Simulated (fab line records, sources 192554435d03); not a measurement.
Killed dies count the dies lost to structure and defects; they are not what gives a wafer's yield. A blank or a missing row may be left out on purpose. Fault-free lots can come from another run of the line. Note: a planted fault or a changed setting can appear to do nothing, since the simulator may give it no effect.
2 desks, one fault	flow n5Finfet	every desk sees just its own numbers, and what lay behind them comes last

== TOOL OWNER'S DESK, pecvd-02 ==
The tool's own readings at N5_BEOL_M4_ILD_DEP_00 (deposits SiOC from DEMS/O2, target thk 79 nm, time 15.3 s): means of the sampled wafers that have a number, for each lot that ran on this tool. A lot is out of limits, marked OUT, if its mean lies more than 4 standard deviations from the usual mean; the brackets give that distance.
Columns: A = heaterPowerW at N5_BEOL_M4_ILD_DEP_00, usual 464 W; B = showerheadPlenumPTorr at N5_BEOL_M4_ILD_DEP_00, usual 5.694 Torr; C = susceptorTempC at N5_BEOL_M4_ILD_DEP_00, usual 350.01 C; D = throttleValvePct at N5_BEOL_M4_ILD_DEP_00, usual 12.1 %
lot	first seen here	A	B	C	D
L225	day 8 10:36	424	5.692	350.21	12.2
L228	day 8 17:50	420	5.700	350.01	11.7
L232	day 10 02:29	460	5.700	351.07 (+5.0) OUT	12.3
L234	day 10 04:06	464	5.698	351.06 (+5.0) OUT	12.2
This desk finds L232, L234 out of limits, L232 being first, at day 10 02:29 (susceptorTempC at N5_BEOL_M4_ILD_DEP_00). L225, L228: within limits.

== AT THE METROLOGY DESK ==
Means of the sampled wafers that have a number, per lot and without regard to the tool the lot ran on: this is what the gauges read. A lot is out of limits, marked OUT, if its mean lies more than 4 standard deviations from the usual mean; the brackets give that distance. Shown here are 7 of its 10 readings, the ones lying furthest out on some lot.
Columns: A = DIBL_P at N5_BEOL_M4_RC_MEAS_101, usual 35.8 mV/V; B = IOFF_N at N5_BEOL_M4_RC_MEAS_101, usual 0.152 nA/um; C = IOFF_P at N5_BEOL_M4_RC_MEAS_101, usual 0.204 nA/um; D = ION_N at N5_BEOL_M4_RC_MEAS_101, usual 672 uA/um; E = ION_P at N5_BEOL_M4_RC_MEAS_101, usual 461 uA/um; F = SS_N at N5_BEOL_M4_RC_MEAS_101, usual 71.5 mV/dec; G = VT_P at N5_BEOL_M4_RC_MEAS_101, usual -250.6 mV
lot	first seen here	A	B	C	D	E	F	G
L225	day 9 00:26	37.4	0.165	0.196	685	462	72.5	-253.0
L228	day 9 07:11	36.5	0.159	0.218	677	464	71.5	-248.4
L232	day 10 17:40	38.8	0.163	0.207	669	455	72.0	-252.7
L234	day 10 20:37	35.9	0.146	0.198	670	458	71.5	-250.3
L236	day 11 01:29	35.6	0.144	0.179	666	456	71.4	-252.9
L242	day 13 03:52	36.3	0.177	0.249	675	465	71.9	-247.8
L244	day 13 11:38	35.0	0.132	0.170	664	456	70.6	-253.1
L245	day 13 20:19	37.0	0.187	0.250	684	472	71.2	-246.5
L246	day 14 04:25	34.4	0.171	0.206	677	462	71.4	-249.6
This desk's verdict: no lot among the 9 shows anything out of limits.

== TAKEN TOGETHER ==
The tool owner's desk could have raised an alarm at day 10 02:29, on L232, L234.
At the metrology desk, nothing out of limits was observed.
The metrology desk has L232, L234 on record, within its limits.
All the named lots went through N5_BEOL_M4_ILD_DEP_00 on pecvd-02.

== WHAT THE SIMULATOR PUT IN ==
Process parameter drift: pecvd-02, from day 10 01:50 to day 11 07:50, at N5_BEOL_M4_ILD_DEP_00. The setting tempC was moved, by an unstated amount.
Struck lots among those shown: L232, L234.
How many hours passed from the start of the fault until each desk's first out-of-limits reading: the tool owner's desk, 1.
